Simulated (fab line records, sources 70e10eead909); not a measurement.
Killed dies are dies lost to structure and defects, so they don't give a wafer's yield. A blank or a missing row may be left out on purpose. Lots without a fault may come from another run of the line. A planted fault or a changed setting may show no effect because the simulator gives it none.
Chamber matching | flow nand_harc | NHARC_P_M1_CMP_23 on cmp-03: 4 sister chambers
The step polishes, t overpolish 20 s, target thk 157.82 nm. 4 wafers are shown with their chamber, then 8 later ones without.

WAFERS WITH THEIR CHAMBER
wafer  | chamber | motor_current_A (A)
L083.1 | 2       | 13.4
L083.3 | 0       | 12.2
L083.4 | 3       | 12.2
L088.1 | 1       | 12.5

WAFERS WITHOUT THEIR CHAMBER
wafer  | motor_current_A (A)
L088.4 | 12.9
L088.6 | 12.6
L094.1 | 12.9
L094.3 | 12.3
L094.4 | 14.5
L097.1 | 14.2
L097.3 | 12.9
L097.4 | 12.9

WHICH CHAMBER EACH WENT THROUGH
wafer  | from the rows above               | in truth
L088.4 | can't be placed: 1 or 2 or 0 or 3 | 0
L088.6 | can't be placed: 1 or 0 or 3 or 2 | 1
L094.1 | can't be placed: 1 or 2 or 0 or 3 | 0
L094.3 | can't be placed: 0 or 3 or 1 or 2 | 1
L094.4 | can't be placed: 2 or 1           | 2
L097.1 | can't be placed: 2 or 1           | 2
L097.3 | can't be placed: 1 or 2 or 0 or 3 | 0
L097.4 | can't be placed: 1 or 2 or 0 or 3 | 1
Placed correctly: 0 of 8. Can't be placed from these rows: 8 (the true chamber is among the candidates in 8). Placed wrongly: 0.
How it was worked out, from the rows above alone: a wafer's distance from a chamber is the root of the sum, over the readings, of the square of ((its reading less the chamber's mean) divided by the reading's scatter). The wafer belongs to the nearest chamber; if the next one is less than 2 further off, it can't be placed. A chamber's mean is the mean of its shown wafers. The scatter: with one shown wafer a chamber, the root of the mean of the squares of how far each hidden wafer lies from its nearest shown one.
